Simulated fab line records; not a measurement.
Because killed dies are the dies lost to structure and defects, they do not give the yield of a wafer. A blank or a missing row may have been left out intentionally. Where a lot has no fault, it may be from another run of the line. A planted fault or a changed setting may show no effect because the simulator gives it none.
What tool caused it? | flow n5_finfet | 14 lots, 40 wafers sampled, at 5 steps of a route of 1938

== WHAT THE GAUGES READ, wafer by wafer ==
N5_SD_EPI_N_INSPECT_11: inspects for defects (macro).
lot  | measured    | on                | raw_defect_count
L139 | day 3 02:04 | defect_inspect-01 | 1 1 3
L140 | day 3 14:08 | defect_inspect-02 | 4 2 3
L141 | day 3 18:04 | defect_inspect-02 | 2 4
L143 | day 4 01:05 | defect_inspect-01 | 1 1 3
L144 | day 4 08:18 | defect_inspect-01 | 2 2 3
L145 | day 4 14:13 | defect_inspect-02 | 3 2 3
L146 | day 4 19:58 | defect_inspect-02 | 2 0 2
L147 | day 5 01:09 | defect_inspect-01 | 0 3 2
L148 | day 5 10:55 | defect_inspect-01 | 3 1
L149 | day 5 14:02 | defect_inspect-01 | 1 4 5
L150 | day 5 18:59 | defect_inspect-02 | 1 3 2
L158 | day 7 18:49 | defect_inspect-02 | 1 1 4
L159 | day 8 00:58 | defect_inspect-02 | 1 0 1
L162 | day 8 22:23 | defect_inspect-02 | 1 5 0

N5_SD_EPI_N_EPI_MEAS_23.
lot  | measured    | on            | thk_nm (nm)
L139 | day 3 05:30 | film_metro-02 | 60.0 59.6 60.6
L140 | day 3 17:34 | film_metro-02 | 61.1 58.9 58.8
L141 | day 3 21:34 | film_metro-01 | 60.1 58.6
L143 | day 4 04:31 | film_metro-01 | 61.0 61.7 58.3
L144 | day 4 11:44 | film_metro-01 | 60.0 57.0 58.7
L145 | day 4 17:44 | film_metro-02 | 58.2 58.7 56.8
L146 | day 4 23:41 | film_metro-01 | 59.0 58.0 58.8
L147 | day 5 04:35 | film_metro-01 | 59.4 60.3 59.9
L148 | day 5 14:22 | film_metro-02 | 59.7 59.0
L149 | day 5 17:29 | film_metro-02 | 60.1 59.6 59.9
L150 | day 5 22:26 | film_metro-01 | 59.6 60.0 58.9
L158 | day 7 22:15 | film_metro-02 | 41.0 59.7 60.2
L159 | day 8 04:23 | film_metro-01 | 59.7 43.7 58.9
L162 | day 9 02:32 | film_metro-02 | 58.2 58.5 57.5

== TOOL THAT RAN EACH LOT (tool first, then ch and the chambers of the sampled wafers, then the start) ==
lot  | N5_SPACER0_ALD_08                | N5_SD_EPI_N_SD_RECESS_17        | N5_SD_EPI_N_PRECLEAN_48
L139 | ald_sin-02 ch 2,3, day 3 01:28   | rie_si-02 ch 0,3, day 3 02:47   | epi_rpcvd-01 ch 0, day 3 03:18
L140 | ald_sin-01 ch 0,3, day 3 13:32   | rie_si-06 ch 1,2, day 3 14:52   | epi_rpcvd-03 ch 0, day 3 15:25
L141 | ald_sin-01 ch 0,2, day 3 17:28   | rie_si-06 ch 1,2, day 3 18:51   | epi_rpcvd-01 ch 0, day 3 19:29
L143 | ald_sin-02 ch 1,2, day 4 00:35   | rie_si-01 ch 0,1,2, day 4 01:48 | epi_rpcvd-01 ch 0, day 4 02:15
L144 | ald_sin-01 ch 1,2, day 4 07:49   | rie_si-06 ch 0,1, day 4 09:01   | epi_rpcvd-02 ch 0, day 4 09:28
L145 | ald_sin-02 ch 0,1, day 4 13:36   | rie_si-01 ch 0,1, day 4 15:01   | epi_rpcvd-02 ch 0, day 4 15:29
L146 | ald_sin-02 ch 0,2,3, day 4 19:21 | rie_si-06 ch 1,2,3, day 4 20:57 | epi_rpcvd-02 ch 0, day 4 21:29
L147 | ald_sin-01 ch 0,1,3, day 5 00:40 | rie_si-06 ch 0,2, day 5 01:52   | epi_rpcvd-02 ch 0, day 5 02:23
L148 | ald_sin-03 ch 1,3, day 5 10:18   | rie_si-01 ch 2,3, day 5 11:38   | epi_rpcvd-02 ch 0, day 5 12:10
L149 | ald_sin-03 ch 0,1,3, day 5 13:26 | rie_si-06 ch 1,2,3, day 5 14:46 | epi_rpcvd-03 ch 0, day 5 15:14
L150 | ald_sin-03 ch 0,2,3, day 5 18:23 | rie_si-01 ch 0,1,2, day 5 19:43 | epi_rpcvd-02 ch 0, day 5 20:11
L158 | ald_sin-01 ch 0,1,3, day 7 18:10 | rie_si-06 ch 0,1,3, day 7 19:32 | epi_rpcvd-02 ch 0, day 7 20:05
L159 | ald_sin-02 ch 2,3, day 8 00:21   | rie_si-06 ch 1,2, day 8 01:41   | epi_rpcvd-02 ch 0, day 8 02:19
L162 | ald_sin-03 ch 0,2,3, day 8 21:46 | rie_si-06 ch 1,2,3, day 8 23:06 | epi_rpcvd-01 ch 0, day 8 23:32
- N5_SPACER0_ALD_08: deposits SiNx, target thk 2 nm.
- N5_SD_EPI_N_SD_RECESS_17: chemistry HBr/Cl2/O2, target depth 41 nm, time 23.7 s, bt time 3 s.
- N5_SD_EPI_N_PRECLEAN_48: cleans in NF3:NH3, afs cycles 2, time 20 s, sublimation time 60 s.

== WHAT THE TOOLS THEMSELVES READ (means of the sampled wafers that have a number; where no wafer has one, the mark that the record gives instead) ==
N5_SPACER0_ALD_08.
lot  | tool       | heater_power_w (W)
L139 | ald_sin-02 | 830
L140 | ald_sin-01 | 726
L141 | ald_sin-01 | 748
L143 | ald_sin-02 | 872
L144 | ald_sin-01 | 787
L145 | ald_sin-02 | 786
L146 | ald_sin-02 | 775
L147 | ald_sin-01 | 742
L148 | ald_sin-03 | 876
L149 | ald_sin-03 | 832
L150 | ald_sin-03 | 880
L158 | ald_sin-01 | 744
L159 | ald_sin-02 | 811
L162 | ald_sin-03 | 888

N5_SD_EPI_N_SD_RECESS_17.
lot  | tool      | drypump_motor_current_A (A) | oes_product_au (a.u.) | throttle_valve_pct (%)
L139 | rie_si-02 | 5.9                         | 1.006                 | 36.7
L140 | rie_si-06 | 5.2                         | 1.006                 | 37.2
L141 | rie_si-06 | 5.2                         | 1.011                 | 37.2
L143 | rie_si-01 | 5.3                         | 1.007                 | 37.1
L144 | rie_si-06 | 5.4                         | 0.995                 | 37.1
L145 | rie_si-01 | 5.6                         | 1.010                 | 37.2
L146 | rie_si-06 | 5.3                         | 1.013                 | 37.5
L147 | rie_si-06 | 5.2                         | 1.014                 | 36.9
L148 | rie_si-01 | 5.2                         | 0.979                 | 37.2
L149 | rie_si-06 | 5.3                         | 1.011                 | 37.5
L150 | rie_si-01 | 5.3                         | 0.996                 | 37.1
L158 | rie_si-06 | 5.5                         | 1.010                 | 37.4
L159 | rie_si-06 | 5.2                         | 1.012                 | 37.2
L162 | rie_si-06 | 5.3                         | 1.003                 | 37.5

== THE ANSWER, worked out from the rows above alone ==
Rule: usual is defined by the lots themselves. The widest of any qualifying gaps counts: lots, ordered by their means at a reading, are off when they make up no more than a third of the lots, leave a main group of 4 or more, and stand apart from it by 3 or more times the standard deviation of that group's means. The tables above print the reading to a certain number of digits; a main group whose means all agree to those digits is not used. Also off: a lot with no number at a reading for which 4 or more lots have one. Where the step has rows for the other lots, those lots are counted as sound. After the gauges, taken in route order, come the tools' own readings; for these a lot's mean is taken, as printed above. At the first step where some lot is off, the reading lying furthest off is the one used; lots without a number count as furthest.
Off: L158, L159 (N5_SD_EPI_N_EPI_MEAS_23, thk_nm). The main group has a mean of 59.3 nm with a standard deviation of 0.76.
A tool fits if, at a process step before that reading, it ran every lot that is off, and no sound lot after the first of them. Those tools and the gauges at N5_SD_EPI_N_EPI_MEAS_23 are tried in the same way. One candidate fits, namely epi_rpcvd-02 at N5_SD_EPI_N_PRECLEAN_48. A fault onset in the window from L150 (day 5 20:11, its last sound lot) to L158 (day 7 20:05, its first lot off) fits.

== WHAT THE SIMULATOR PUT IN ==
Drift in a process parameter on epi_rpcvd-02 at N5_SD_EPI_N_PRECLEAN_48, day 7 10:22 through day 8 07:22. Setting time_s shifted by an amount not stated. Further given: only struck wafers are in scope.
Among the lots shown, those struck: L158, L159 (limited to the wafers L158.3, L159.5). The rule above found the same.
